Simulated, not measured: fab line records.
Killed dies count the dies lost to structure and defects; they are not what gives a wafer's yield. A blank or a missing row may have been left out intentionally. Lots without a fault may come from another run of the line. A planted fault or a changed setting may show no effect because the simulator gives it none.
fab line records	flow nand-harc
record lots=13	wafers=39	last-day=26
route steps=1159 shown A_ZERO_WELL@403 A_ONON_D1@439 END@1159
lots that met no fault: from a run of the same line without faults
start-h: hours from the record's opening day to when the first of the lot's shown wafers began	wait-h: hours elapsed since this lot's preceding step	" unchanged from the row above	L1.1+2: a row that stands for several wafers	- no value present, or no start provided	* or withheld: withheld	< > ~ a bound
route shown NAME@n: a module of which the file shows steps, and the number in the route of the first	usual: average and standard deviation across the fault-free wafers	same: alike in all rows	chamber/n: place in a boat	sites: per-site readings	_std_site: standard deviation across them	_edge_site: mean of outer sites minus mean of inner sites	radius-mm: how far each site lies from the wafer's centre	mask NAME#n: copy n	behind: the last tool/chamber to shape the wafer	hold: cause of the lot's hold/its duration in hours/its outcome	device: whichever transistor did not switch (one of n, p or np)	end of line: the route-end tests of the same wafers	a step with no rows: only its recipe	killed: dies lost to structure and defects at the first sort, not the wafer's yield	map: the dies of a wafer, with x for killed, . for not killed, _ for no die there
set.NAME: setting as actually run; set.NAME@STEP: the setting as run at that earlier step	model.NAME: the simulator's own value behind a step, which no gauge read
a sample of lots followed through the steps of the route, with each step as a table and each wafer as a row
services: a tool's chamber out of use, with start hour (start-h, from the record's first day; less than 0 if before it), hours out, and reason
## steps
# step NHARC_A_ZERO_WELL_DESCUM_12
# recipe time-s=3	o2-flow-sccm=200	ar-flow-sccm=0	bias-power-w=0	chemistry=O2
# usual drypump-motor-current-A=5.7/0.44	oes-product-au=1.000/0.0091	rf-vpp-V=57.8/0.92	showerhead-plenum-p-Torr=1.92/0.061	throttle-valve-pct=11.311/0.0093
lot.wafer	tool	chamber	start-h	wait-h	drypump-motor-current-A	oes-product-au	rf-hours-counter-h	rf-vpp-V	showerhead-plenum-p-Torr	throttle-valve-pct
L578.2	rie-diel-02	3	142.68	-	5.5	0.993	11	57.3	1.98	11.309
L578.6	"	1	"	"	6.4	1.004	-	58.2	1.95	11.304
L578.5	"	2	"	"	5.1	0.993	-	57.3	1.94	11.318
L581.1	rie-diel-10	1	146.04	-	5.2	0.998	16	57.5	1.84	11.311
L581.2	"	2	"	"	6.5	1.014	13	57.8	1.96	11.309
L581.3	"	3	"	"	5.6	0.995	15	56.9	1.90	11.318
L580.1	rie-diel-10	2	148.01	-	6.5	1.002	13	59.2	1.96	11.330
L580.2	"	3	"	"	5.6	0.988	16	57.2	1.90	11.335
L580.4	"	3	"	"	5.6	0.980	-	55.8	1.90	11.307
L583.2	rie-diel-02	3	161.49	-	5.5	1.007	0	56.5	1.98	11.330
L583.1	"	0	"	"	6.0	0.992	0	58.4	2.03	11.304
L583.4	"	1	"	"	6.4	1.001	0	57.7	1.95	11.311
L586.2	rie-diel-11	1	180.33	-	5.3	0.991	10	57.6	1.95	11.303
L586.1	"	2	"	"	5.0	0.988	10	58.5	1.93	11.319
L586.3	"	3	"	"	5.6	1.008	11	57.1	1.85	11.324
L587.4	rie-diel-11	3	187.29	-	5.6	1.008	11	57.0	1.85	11.311
L587.5	"	3	"	"	5.6	1.006	-	57.3	1.85	11.308
L587.6	"	0	"	"	5.7	0.989	-	56.8	1.82	11.315
L590.3	rie-diel-11	0	208.29	-	5.7	0.977	1	57.8	1.82	11.307
L590.2	"	1	"	"	5.3	0.992	1	58.4	1.95	11.312
L590.5	"	3	"	"	5.7	1.010	-	55.6	1.85	11.309
L589.4	rie-diel-10	0	209.86	-	5.7	1.004	-	56.7	1.89	11.312
L589.6	"	2	"	"	6.6	1.024	-	58.4	1.95	11.307
L589.5	"	0	"	"	5.7	0.999	-	58.7	1.89	11.321
L591.4	rie-diel-11	0	217.01	-	5.7	0.984	1	57.4	1.82	11.289
L591.3	"	1	"	"	5.3	1.000	1	58.7	1.95	11.303
L591.5	"	0	"	"	5.7	0.983	-	57.0	1.82	11.320
L594.3	rie-diel-02	3	232.40	-	5.5	1.001	5	58.1	1.97	11.324
L594.4	"	0	"	"	6.0	0.989	5	57.1	2.03	11.302
L594.5	"	0	"	"	6.0	0.999	-	57.1	2.03	11.312
L599.1	rie-diel-10	1	254.10	-	5.2	0.990	5	57.5	1.84	11.308
L599.2	"	0	"	"	5.7	1.010	5	58.7	1.89	11.326
L599.5	"	2	"	"	6.5	1.015	-	58.4	1.95	11.311
L600.1	rie-diel-11	2	261.66	-	5.0	0.996	4	57.5	1.93	11.319
L600.3	"	0	"	"	5.7	0.988	4	57.5	1.82	11.300
L600.2	"	1	"	"	5.3	0.994	4	57.4	1.95	11.315
L601.2	rie-diel-11	0	270.81	-	5.7	0.994	4	57.2	1.82	11.311
L601.3	"	2	"	"	5.0	1.003	5	57.7	1.93	11.317
L601.6	"	2	"	"	5.0	1.002	-	57.1	1.93	11.327
# step NHARC_A_ZERO_WELL_INSPECT_17
# usual raw-defect-count=10/5.3
lot.wafer	tool	chamber	start-h	wait-h	raw-defect-count
L578.2	defect-inspect-02	-	144.00	0.2	19
L578.5	"	-	"	"	5
L578.6	"	-	"	"	5
L581.1	defect-inspect-02	-	147.38	0.2	14
L581.2	"	-	"	"	3
L581.3	"	-	"	"	7
L580.1	defect-inspect-01	-	149.42	0.2	5
L580.2	"	-	"	"	8
L580.4	"	-	"	"	26
L583.1	defect-inspect-01	-	162.81	0.2	14
L583.2	"	-	"	"	11
L583.4	"	-	"	"	18
L586.1	defect-inspect-02	-	181.76	0.2	21
L586.2	"	-	"	"	9
L586.3	"	-	"	"	13
L587.4	defect-inspect-01	-	188.60	0.1	9
L587.5	"	-	"	"	2
L587.6	"	-	"	"	12
L590.2	defect-inspect-01	-	209.69	0.1	13
L590.3	"	-	"	"	10
L590.5	"	-	"	"	9
L589.4	defect-inspect-01	-	211.22	0.1	13
L589.5	"	-	"	"	9
L589.6	"	-	"	"	16
L591.3	defect-inspect-02	-	218.37	0.1	20
L591.4	"	-	"	"	11
L591.5	"	-	"	"	19
L594.3	defect-inspect-02	-	233.72	0.1	4
L594.4	"	-	"	"	8
L594.5	"	-	"	"	7
L599.1	defect-inspect-01	-	255.42	0.2	8
L599.2	"	-	"	"	8
L599.5	"	-	"	"	11
L600.1	defect-inspect-01	-	263.04	0.2	2
L600.2	"	-	"	"	4
L600.3	"	-	"	"	4
L601.2	defect-inspect-02	-	272.31	0.1	9
L601.3	"	-	"	"	10
L601.6	"	-	"	"	4
# step NHARC_A_ONON_D1_THK_MEAS_21
# recipe thk-meas-gauge=ellipsometry
# usual thk-nm=1003/7.3
lot.wafer	tool	chamber	start-h	wait-h	thk-nm
L580.1	film-metro-01	-	175.76	-	1009
L580.2	"	-	"	"	1008
L580.4	"	-	"	"	1007
L581.1	film-metro-02	-	175.88	-	998
L581.2	"	-	"	"	997
L581.3	"	-	"	"	999
L578.2	film-metro-01	-	176.13	-	1001
L578.5	"	-	"	"	1002
L578.6	"	-	"	"	1000
L583.1	film-metro-01	-	191.29	-	1003
L583.2	"	-	"	"	1006
L583.4	"	-	"	"	1006
L586.1	film-metro-01	-	210.38	-	1003
L586.2	"	-	"	"	1003
L586.3	"	-	"	"	1003
L587.4	film-metro-02	-	220.27	-	1001
L587.5	"	-	"	"	999
L587.6	"	-	"	"	999
L589.4	film-metro-02	-	241.06	-	988
L589.5	"	-	"	"	987
L589.6	"	-	"	"	987
L590.2	film-metro-02	-	241.28	-	1007
L590.3	"	-	"	"	1005
L590.5	"	-	"	"	1004
L591.3	film-metro-02	-	254.49	-	1007
L591.4	"	-	"	"	1005
L591.5	"	-	"	"	1007
L594.3	film-metro-02	-	262.07	-	1012
L594.4	"	-	"	"	1012
L594.5	"	-	"	"	1008
L599.1	film-metro-02	-	285.82	-	1001
L599.2	"	-	"	"	1000
L599.5	"	-	"	"	1001
L600.1	film-metro-02	-	294.10	-	1009
L600.2	"	-	"	"	1012
L600.3	"	-	"	"	1011
L601.2	film-metro-02	-	305.01	-	1010
L601.3	"	-	"	"	1011
L601.6	"	-	"	"	1009
# step NHARC_A_ONON_D1_DEP_28
# recipe target-thk-a=10000	n2-flow-sccm=2750	n2o-flow-sccm=2000	nh3-flow-sccm=500	sih4-flow-sccm=210	temp-c=400
# usual n2-flow-sccm=2749/8.3
lot.wafer	tool	chamber	start-h	wait-h	n2-flow-sccm
L580.1	pecvd-onon-02	0	176.95	0.1	2766
L580.2	"	0	"	"	2753
L580.4	"	0	"	"	2750
L581.1	pecvd-onon-03	0	177.10	0.1	2749
L581.2	"	0	"	"	2754
L581.3	"	0	"	"	2734
L578.2	pecvd-onon-02	0	177.38	0.1	2753
L578.5	"	0	"	"	2745
L578.6	"	0	"	"	2741
L583.1	pecvd-onon-03	0	192.48	0.1	2748
L583.2	"	0	"	"	2740
L583.4	"	0	"	"	2740
L586.1	pecvd-onon-03	0	211.62	0.1	2765
L586.2	"	0	"	"	2752
L586.3	"	0	"	"	2741
L587.4	pecvd-onon-04	0	221.64	0.2	2760
L587.5	"	0	"	"	2773
L587.6	"	0	"	"	2749
L589.4	pecvd-onon-03	0	242.56	0.4	2744
L589.5	"	0	"	"	2749
L589.6	"	0	"	"	2736
L590.2	pecvd-onon-02	0	242.65	0.3	2752
L590.3	"	0	"	"	2741
L590.5	"	0	"	"	2754
L591.3	pecvd-onon-03	0	255.80	0.2	2753
L591.4	"	0	"	"	2757
L591.5	"	0	"	"	2753
L594.3	pecvd-onon-02	0	263.38	0.2	2736
L594.4	"	0	"	"	2737
L594.5	"	0	"	"	2747
L599.1	pecvd-onon-02	0	287.01	0.1	2735
L599.2	"	0	"	"	2736
L599.5	"	0	"	"	2743
L600.1	pecvd-onon-04	0	295.53	0.1	2758
L600.2	"	0	"	"	2757
L600.3	"	0	"	"	2750
L601.2	pecvd-onon-04	0	306.26	0.1	2754
L601.3	"	0	"	"	2756
L601.6	"	0	"	"	2762
# step NHARC_A_ONON_D1_THK_MEAS_30
# recipe thk-meas-gauge=ellipsometry
# usual thk-nm=1001/10
lot.wafer	tool	chamber	start-h	wait-h	thk-nm
L580.1	film-metro-01	-	177.46	-	999
L580.2	"	-	"	"	997
L580.4	"	-	"	"	998
L581.1	film-metro-02	-	177.61	-	1009
L581.2	"	-	"	"	1009
L581.3	"	-	"	"	1009
L578.2	film-metro-01	-	177.82	-	1012
L578.5	"	-	"	"	1013
L578.6	"	-	"	"	1014
L583.1	film-metro-01	-	192.99	-	995
L583.2	"	-	"	"	997
L583.4	"	-	"	"	997
L586.1	film-metro-02	-	212.14	-	1007
L586.2	"	-	"	"	1008
L586.3	"	-	"	"	1008
L587.4	film-metro-01	-	221.98	-	1011
L587.5	"	-	"	"	1011
L587.6	"	-	"	"	1012
L589.4	film-metro-02	-	242.90	-	1001
L589.5	"	-	"	"	1000
L589.6	"	-	"	"	1001
L590.2	film-metro-01	-	243.10	-	1015
L590.3	"	-	"	"	1013
L590.5	"	-	"	"	1014
L591.3	film-metro-01	-	256.19	-	1001
L591.4	"	-	"	"	1002
L591.5	"	-	"	"	1001
L594.3	film-metro-02	-	263.77	-	575
L594.4	"	-	"	"	574
L594.5	"	-	"	"	576
L599.1	film-metro-02	-	287.53	-	592
L599.2	"	-	"	"	591
L599.5	"	-	"	"	592
L600.1	film-metro-02	-	296.04	-	985
L600.2	"	-	"	"	984
L600.3	"	-	"	"	986
L601.2	film-metro-02	-	306.71	-	1000
L601.3	"	-	"	"	999
L601.6	"	-	"	"	1000
# step NHARC_END_SORT_01
# recipe temp-c=25
# usual killed-at-array=28/9.1	killed-at-other=0.6/0.87	killed-at-periphery=3.4/2.7	killed-dies=32/9	killed-open=3.2/1.9	killed-short=2.0/1.3
# same gross-dies=677
lot.wafer	tool	chamber	start-h	wait-h	killed-at-array	killed-at-other	killed-at-periphery	killed-dies	killed-open	killed-short
L594.3	prober-02	0	550.57	3.1	675	0	2	677	4	3
L594.4	prober-02	0	551.38	3.4	677	0	0	677	1	0
L594.5	prober-02	0	552.18	3.7	670	0	7	677	7	0
L599.1	prober-01	0	595.27	2.5	674	1	2	677	2	2
L599.2	prober-01	0	596.07	2.8	674	2	1	677	5	2
L599.5	prober-01	0	598.47	3.7	673	0	4	677	3	3
# killed by level:class
L594.3 A_ONON_D1:area-dep=638 A_SLIT:chamber-film-flake=13 A_CONTACT:chamber-film-flake=8 A_CHANNEL_HOLE_D1:chamber-film-flake=7 A_STAIRCASE:chamber-film-flake=3 A_SGD_CUT:geometric-particle:open=2 P_M0:geometric-particle:open=1 P_M0:geometric-particle:short=1
L594.4 A_ONON_D1:area-dep=637 A_CONTACT:chamber-film-flake=11 A_SLIT:chamber-film-flake=11 A_CHANNEL_HOLE_D1:chamber-film-flake=10 A_M1:chamber-film-flake=3 A_STAIRCASE:chamber-film-flake=2 A_CHANNEL_HOLE_D1:geometric-particle:open=1 A_CHANNEL_FILL_D1:chamber-film-flake=1
L594.5 A_ONON_D1:area-dep=631 A_SLIT:chamber-film-flake=17 A_CHANNEL_HOLE_D1:chamber-film-flake=10 A_CONTACT:chamber-film-flake=5 P_ZERO_WELL:chamber-film-flake=4 A_CONTACT:geometric-particle:open=3 A_STAIRCASE:chamber-film-flake=3 P_STI:geometric-particle:open=1
L599.1 A_ONON_D1:area-dep=658 A_CHANNEL_HOLE_D1:chamber-film-flake=11 P_M0:geometric-particle:open=1 A_STAIRCASE:geometric-particle:short=1 A_BLC:geometric-particle:open=1 A_M0:geometric-particle:short=1 P_STI:chamber-film-flake=1 A_STAIRCASE:chamber-film-flake=1
L599.2 A_ONON_D1:area-dep=656 A_CHANNEL_HOLE_D1:chamber-film-flake=8 A_CONTACT:geometric-particle:open=3 A_STAIRCASE:chamber-film-flake=2 THIN_TSV:chamber-film-flake=2 A_SOURCE_PLATE:geometric-particle:short=1 A_SOURCE_PLATE:geometric-particle:open=1 A_ONON_D1:geometric-particle:short=1
L599.5 A_ONON_D1:area-dep=658 A_CHANNEL_HOLE_D1:chamber-film-flake=6 P_STI:chamber-film-flake=2 A_STAIRCASE:chamber-film-flake=2 A_CONTACT:chamber-film-flake=2 P_CONTACT:geometric-particle:short=1 P_M0:geometric-particle:open=1 A_ONON_D1:geometric-particle:short=1
## services
tool	chamber	start-h	hours	kind
rie-diel-11	0	119.50	-	clean
rie-diel-11	1	119.50	-	clean
rie-diel-11	2	119.50	-	clean
rie-diel-11	3	119.50	-	clean
rie-diel-10	0	130.00	56.1	repair
rie-diel-10	2	131.00	11.5	repair
rie-diel-11	0	144.01	-	clean
rie-diel-11	1	144.01	-	clean
rie-diel-11	2	144.01	-	clean
rie-diel-11	3	144.01	-	clean
rie-diel-11	2	149.06	7.7	repair
rie-diel-02	-	150.70	9.0	pm
pecvd-onon-03	-	153.00	13.0	pm
rie-diel-10	3	163.48	50.2	repair
rie-diel-11	0	168.51	-	clean
rie-diel-11	1	168.51	-	clean
rie-diel-11	2	168.51	-	clean
rie-diel-10	-	189.32	9.0	pm
rie-diel-11	-	189.50	9.0	pm
rie-diel-10	1	205.37	6.8	repair
pecvd-onon-04	-	237.09	13.0	pm
rie-diel-11	1	265.13	8.5	repair
rie-diel-11	-	273.24	0.6	repair
pecvd-onon-02	-	292.17	13.0	pm
## key
first-sign step=NHARC_A_ONON_D1_THK_MEAS_30	reading=thk-nm	direction=down	sigmas=42	usual=1001	struck=583
effect step=NHARC_END_SORT_01	reading=killed-dies	direction=up	sigmas=72	usual=32	struck=677
more-kills-born-at NHARC_A_ONON_D1_DEP_28@pecvd-onon-02=3878
met-at NHARC_A_ONON_D1_DEP_28
struck-lots L594,L599
struck-wafers L594.3,L594.4,L594.5,L599.1,L599.2,L599.5
later-rows-left-out L594.3,L594.4,L594.5,L599.1,L599.2,L599.5
tester-left-out L594,L599
not-acting-at NHARC_A_ZERO_WELL_DESCUM_12,NHARC_A_ZERO_WELL_INSPECT_17,NHARC_A_ONON_D1_THK_MEAS_21
onset-between 242.65 263.38
fault kind=process-parameter-drift	tool=pecvd-onon-02	chamber=0	onset-h=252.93	steps=NHARC_A_ONON_D1_DEP_28	channel=target-thk-a	offset=*	shape=step	end-h=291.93	acts-in=*	stated=*
# tester-left-out: of these lots the tester's yield and bins aren't shown, on N5 and GAA mostly nor the transistor test; their killed dies are dies lost to structure and defects alone, not to doping, threshold or leakage, so they don't give the yield
# later-rows-left-out: the simulator's readings of these wafers behind a module that went badly wrong aren't trusted and aren't shown, but for the sort
